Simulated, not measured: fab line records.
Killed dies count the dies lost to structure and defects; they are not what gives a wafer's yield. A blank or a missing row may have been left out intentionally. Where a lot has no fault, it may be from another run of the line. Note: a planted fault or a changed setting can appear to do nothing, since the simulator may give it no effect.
What tool caused it? || flow nand-harc || 42 wafers from 14 lots sampled at 5 of the route's 1302 steps

## WHAT THE GAUGES SHOWED, per wafer
NHARC_A_ONON_D1_THK_MEAS_24: measures by ellipsometry.
{"lot": "L103", "measured": "day 8 19:32", "on": "film-metro-02", "thk-nm (nm)": "1006 1005 1008"}
{"lot": "L104", "measured": "day 8 19:31", "on": "film-metro-01", "thk-nm (nm)": "1006 1005 1002"}
{"lot": "L105", "measured": "day 9 10:39", "on": "film-metro-01", "thk-nm (nm)": "1022 1020 1022"}
{"lot": "L108", "measured": "day 10 16:59", "on": "film-metro-02", "thk-nm (nm)": "994 990 994"}
{"lot": "L109", "measured": "day 11 04:48", "on": "film-metro-01", "thk-nm (nm)": "1013 1014 1013"}
{"lot": "L114", "measured": "day 13 03:15", "on": "film-metro-01", "thk-nm (nm)": "712 1002 1003"}
{"lot": "L115", "measured": "day 13 12:10", "on": "film-metro-01", "thk-nm (nm)": "1000 1002 1001"}
{"lot": "L116", "measured": "day 14 12:25", "on": "film-metro-02", "thk-nm (nm)": "697 988 987"}
{"lot": "L119", "measured": "day 15 09:35", "on": "film-metro-01", "thk-nm (nm)": "997 996 997"}
{"lot": "L122", "measured": "day 16 07:30", "on": "film-metro-01", "thk-nm (nm)": "1007 1008 1008"}
{"lot": "L121", "measured": "day 16 07:29", "on": "film-metro-02", "thk-nm (nm)": "998 999 999"}
{"lot": "L123", "measured": "day 16 19:38", "on": "film-metro-01", "thk-nm (nm)": "1018 1018 1019"}
{"lot": "L124", "measured": "day 17 06:00", "on": "film-metro-02", "thk-nm (nm)": "1012 1012 1013"}
{"lot": "L125", "measured": "day 17 16:47", "on": "film-metro-02", "thk-nm (nm)": "990 990 990"}

NHARC_A_CHANNEL_HOLE_D1_INSPECT_12.
{"lot": "L103", "measured": "day 9 01:13", "on": "defect-inspect-01", "raw-defect-count": "4 2 7"}
{"lot": "L104", "measured": "day 8 23:56", "on": "defect-inspect-01", "raw-defect-count": "5 5 4"}
{"lot": "L105", "measured": "day 9 19:13", "on": "defect-inspect-01", "raw-defect-count": "6 7 10"}
{"lot": "L108", "measured": "day 10 22:41", "on": "defect-inspect-02", "raw-defect-count": "3 4 5"}
{"lot": "L109", "measured": "day 11 14:30", "on": "defect-inspect-01", "raw-defect-count": "10 7 6"}
{"lot": "L114", "measured": "day 13 07:38", "on": "defect-inspect-02", "raw-defect-count": "9 2 5"}
{"lot": "L115", "measured": "day 13 17:38", "on": "defect-inspect-02", "raw-defect-count": "6 9 6"}
{"lot": "L116", "measured": "day 14 22:13", "on": "defect-inspect-02", "raw-defect-count": "8 3 7"}
{"lot": "L119", "measured": "day 15 14:09", "on": "defect-inspect-02", "raw-defect-count": "12 6 5"}
{"lot": "L122", "measured": "day 16 12:03", "on": "defect-inspect-02", "raw-defect-count": "8 3 4"}
{"lot": "L121", "measured": "day 16 12:00", "on": "defect-inspect-02", "raw-defect-count": "8 6 1"}
{"lot": "L123", "measured": "day 17 05:32", "on": "defect-inspect-01", "raw-defect-count": "4 4 3"}
{"lot": "L124", "measured": "day 17 10:24", "on": "defect-inspect-02", "raw-defect-count": "5 3 6"}
{"lot": "L125", "measured": "day 17 21:10", "on": "defect-inspect-02", "raw-defect-count": "8 10 7"}

## TOOL THAT RAN EACH LOT (tool first, then ch and the chambers of the sampled wafers, then the start)
{"lot": "L103", "NHARC_P_BONDPAD_ANNEAL_28": "rtp-anneal-01 ch 0, day 7 05:28", "NHARC_P_BONDPAD_CMP_19": "cmp-04 ch 1,2,3, day 7 05:47", "NHARC_A_ONON_D1_DEP_22": "pecvd-onon-01 ch 0, day 8 19:04"}
{"lot": "L104", "NHARC_P_BONDPAD_ANNEAL_28": "rtp-anneal-01 ch 0, day 7 07:40", "NHARC_P_BONDPAD_CMP_19": "cmp-04 ch 0,3, day 7 08:02", "NHARC_A_ONON_D1_DEP_22": "pecvd-onon-03 ch 0, day 8 19:00"}
{"lot": "L105", "NHARC_P_BONDPAD_ANNEAL_28": "rtp-anneal-02 ch 0, day 7 19:09", "NHARC_P_BONDPAD_CMP_19": "cmp-01 ch 0,1,2, day 7 19:26", "NHARC_A_ONON_D1_DEP_22": "pecvd-onon-02 ch 0, day 9 10:12"}
{"lot": "L108", "NHARC_P_BONDPAD_ANNEAL_28": "rtp-anneal-01 ch 0, day 9 04:37", "NHARC_P_BONDPAD_CMP_19": "cmp-02 ch 0,1,2, day 9 04:58", "NHARC_A_ONON_D1_DEP_22": "pecvd-onon-02 ch 0, day 10 16:32"}
{"lot": "L109", "NHARC_P_BONDPAD_ANNEAL_28": "rtp-anneal-02 ch 0, day 9 13:57", "NHARC_P_BONDPAD_CMP_19": "cmp-04 ch 1,2,3, day 9 14:23", "NHARC_A_ONON_D1_DEP_22": "pecvd-onon-02 ch 0, day 11 04:18"}
{"lot": "L114", "NHARC_P_BONDPAD_ANNEAL_28": "rtp-anneal-02 ch 0, day 11 12:11", "NHARC_P_BONDPAD_CMP_19": "cmp-04 ch 1,2,3, day 11 12:31", "NHARC_A_ONON_D1_DEP_22": "pecvd-onon-02 ch 0, day 13 02:44"}
{"lot": "L115", "NHARC_P_BONDPAD_ANNEAL_28": "rtp-anneal-01 ch 0, day 11 22:47", "NHARC_P_BONDPAD_CMP_19": "cmp-01 ch 0,1,2, day 11 23:02", "NHARC_A_ONON_D1_DEP_22": "pecvd-onon-03 ch 0, day 13 11:49"}
{"lot": "L116", "NHARC_P_BONDPAD_ANNEAL_28": "rtp-anneal-01 ch 0, day 13 00:08", "NHARC_P_BONDPAD_CMP_19": "cmp-02 ch 0,2,3, day 13 00:29", "NHARC_A_ONON_D1_DEP_22": "pecvd-onon-02 ch 0, day 14 11:58"}
{"lot": "L119", "NHARC_P_BONDPAD_ANNEAL_28": "rtp-anneal-02 ch 0, day 13 19:27", "NHARC_P_BONDPAD_CMP_19": "cmp-02 ch 1,3, day 13 19:48", "NHARC_A_ONON_D1_DEP_22": "pecvd-onon-01 ch 0, day 15 09:04"}
{"lot": "L122", "NHARC_P_BONDPAD_ANNEAL_28": "rtp-anneal-01 ch 0, day 14 20:14", "NHARC_P_BONDPAD_CMP_19": "cmp-04 ch 1,2,3, day 14 20:35", "NHARC_A_ONON_D1_DEP_22": "pecvd-onon-01 ch 0, day 16 06:59"}
{"lot": "L121", "NHARC_P_BONDPAD_ANNEAL_28": "rtp-anneal-02 ch 0, day 14 20:45", "NHARC_P_BONDPAD_CMP_19": "cmp-04 ch 1,2,3, day 14 21:01", "NHARC_A_ONON_D1_DEP_22": "pecvd-onon-03 ch 0, day 16 07:05"}
{"lot": "L123", "NHARC_P_BONDPAD_ANNEAL_28": "rtp-anneal-02 ch 0, day 15 07:53", "NHARC_P_BONDPAD_CMP_19": "cmp-02 ch 2,3, day 15 08:11", "NHARC_A_ONON_D1_DEP_22": "pecvd-onon-01 ch 0, day 16 19:10"}
{"lot": "L124", "NHARC_P_BONDPAD_ANNEAL_28": "rtp-anneal-02 ch 0, day 15 18:22", "NHARC_P_BONDPAD_CMP_19": "cmp-04 ch 2,3, day 15 18:44", "NHARC_A_ONON_D1_DEP_22": "pecvd-onon-01 ch 0, day 17 05:29"}
{"lot": "L125", "NHARC_P_BONDPAD_ANNEAL_28": "rtp-anneal-02 ch 0, day 16 03:34", "NHARC_P_BONDPAD_CMP_19": "cmp-04 ch 0,1,2, day 16 03:49", "NHARC_A_ONON_D1_DEP_22": "pecvd-onon-02 ch 0, day 17 16:24"}
- NHARC_P_BONDPAD_ANNEAL_28: time 90 s.
- NHARC_P_BONDPAD_CMP_19: polishes, t overpolish 30 s, cu recess touch 16 s, target thk 160.81 nm.
- NHARC_A_ONON_D1_DEP_22: target thk 1000 nm.

## WHAT THE TOOLS THEMSELVES READ (means of the sampled wafers that have a number; where no wafer has one, the mark that the record gives instead)
NHARC_P_BONDPAD_ANNEAL_28.
{"lot": "L103", "tool": "rtp-anneal-01", "wafer_temp_C_max": 226.1}
{"lot": "L104", "tool": "rtp-anneal-01", "wafer_temp_C_max": 225.8}
{"lot": "L105", "tool": "rtp-anneal-02", "wafer_temp_C_max": 226.5}
{"lot": "L108", "tool": "rtp-anneal-01", "wafer_temp_C_max": 226.5}
{"lot": "L109", "tool": "rtp-anneal-02", "wafer_temp_C_max": 226.7}
{"lot": "L114", "tool": "rtp-anneal-02", "wafer_temp_C_max": 226.2}
{"lot": "L115", "tool": "rtp-anneal-01", "wafer_temp_C_max": 226.1}
{"lot": "L116", "tool": "rtp-anneal-01", "wafer_temp_C_max": 226.1}
{"lot": "L119", "tool": "rtp-anneal-02", "wafer_temp_C_max": 226.5}
{"lot": "L122", "tool": "rtp-anneal-01", "wafer_temp_C_max": 226.4}
{"lot": "L121", "tool": "rtp-anneal-02", "wafer_temp_C_max": 226.5}
{"lot": "L123", "tool": "rtp-anneal-02", "wafer_temp_C_max": 226.5}
{"lot": "L124", "tool": "rtp-anneal-02", "wafer_temp_C_max": 226.5}
{"lot": "L125", "tool": "rtp-anneal-02", "wafer_temp_C_max": 226.7}

NHARC_P_BONDPAD_CMP_19.
{"lot": "L103", "tool": "cmp-04", "motor-current-A (A)": 13.1, "overpolish-run-s (s)": 29.996}
{"lot": "L104", "tool": "cmp-04", "motor-current-A (A)": 11.8, "overpolish-run-s (s)": 29.998}
{"lot": "L105", "tool": "cmp-01", "motor-current-A (A)": 12.3, "overpolish-run-s (s)": 30.006}
{"lot": "L108", "tool": "cmp-02", "motor-current-A (A)": 12.5, "overpolish-run-s (s)": 29.994}
{"lot": "L109", "tool": "cmp-04", "motor-current-A (A)": 13.0, "overpolish-run-s (s)": 29.999}
{"lot": "L114", "tool": "cmp-04", "motor-current-A (A)": 12.7, "overpolish-run-s (s)": 29.994}
{"lot": "L115", "tool": "cmp-01", "motor-current-A (A)": 12.0, "overpolish-run-s (s)": 30.000}
{"lot": "L116", "tool": "cmp-02", "motor-current-A (A)": 12.4, "overpolish-run-s (s)": 29.999}
{"lot": "L119", "tool": "cmp-02", "motor-current-A (A)": 12.9, "overpolish-run-s (s)": 30.001}
{"lot": "L122", "tool": "cmp-04", "motor-current-A (A)": 12.9, "overpolish-run-s (s)": 30.004}
{"lot": "L121", "tool": "cmp-04", "motor-current-A (A)": 12.7, "overpolish-run-s (s)": 30.004}
{"lot": "L123", "tool": "cmp-02", "motor-current-A (A)": 11.7, "overpolish-run-s (s)": 30.000}
{"lot": "L124", "tool": "cmp-04", "motor-current-A (A)": 13.0, "overpolish-run-s (s)": 30.011}
{"lot": "L125", "tool": "cmp-04", "motor-current-A (A)": 13.1, "overpolish-run-s (s)": 29.993}

NHARC_A_ONON_D1_DEP_22.
{"lot": "L103", "tool": "pecvd-onon-01", "sih4-flow-sccm (sccm)": 209.6}
{"lot": "L104", "tool": "pecvd-onon-03", "sih4-flow-sccm (sccm)": 209.4}
{"lot": "L105", "tool": "pecvd-onon-02", "sih4-flow-sccm (sccm)": 210.7}
{"lot": "L108", "tool": "pecvd-onon-02", "sih4-flow-sccm (sccm)": 210.7}
{"lot": "L109", "tool": "pecvd-onon-02", "sih4-flow-sccm (sccm)": 210.2}
{"lot": "L114", "tool": "pecvd-onon-02", "sih4-flow-sccm (sccm)": 210.3}
{"lot": "L115", "tool": "pecvd-onon-03", "sih4-flow-sccm (sccm)": 210.5}
{"lot": "L116", "tool": "pecvd-onon-02", "sih4-flow-sccm (sccm)": 210.2}
{"lot": "L119", "tool": "pecvd-onon-01", "sih4-flow-sccm (sccm)": 210.9}
{"lot": "L122", "tool": "pecvd-onon-01", "sih4-flow-sccm (sccm)": 209.8}
{"lot": "L121", "tool": "pecvd-onon-03", "sih4-flow-sccm (sccm)": 209.6}
{"lot": "L123", "tool": "pecvd-onon-01", "sih4-flow-sccm (sccm)": 209.9}
{"lot": "L124", "tool": "pecvd-onon-01", "sih4-flow-sccm (sccm)": 209.6}
{"lot": "L125", "tool": "pecvd-onon-02", "sih4-flow-sccm (sccm)": 210.5}

## THE ANSWER, worked out from the rows above alone
Rule: what is usual is taken from the lots themselves. The widest of any qualifying gaps counts: lots, ordered by their means at a reading, are off when they make up no more than a third of the lots, leave a main group of 4 or more, and stand apart from it by 3 or more times the standard deviation of that group's means. The tables above print the reading to a certain number of digits; a main group whose means all agree to those digits is not used. A lot without any number at a reading at which 4 lots or more have one is off too. All remaining lots with rows at the step are treated as sound. The gauges are gone through in route order, then the tools' own readings, and for those a lot's mean is taken as printed above. The first step at which some lot is off is used, and at that step the reading that is off furthest; a lot without a number counts as furthest.
Off at NHARC_A_ONON_D1_THK_MEAS_24 (thk-nm): L114, L116. The main group has a mean of 1005 nm with a standard deviation of 9.5.
A tool fits if, at a process step before that reading, it ran every lot that is off, and no sound lot after the first of them. Gauges at NHARC_A_ONON_D1_THK_MEAS_24: tried the same way as those tools. No candidate that was tried fits.

## WHAT THE SIMULATOR PUT IN
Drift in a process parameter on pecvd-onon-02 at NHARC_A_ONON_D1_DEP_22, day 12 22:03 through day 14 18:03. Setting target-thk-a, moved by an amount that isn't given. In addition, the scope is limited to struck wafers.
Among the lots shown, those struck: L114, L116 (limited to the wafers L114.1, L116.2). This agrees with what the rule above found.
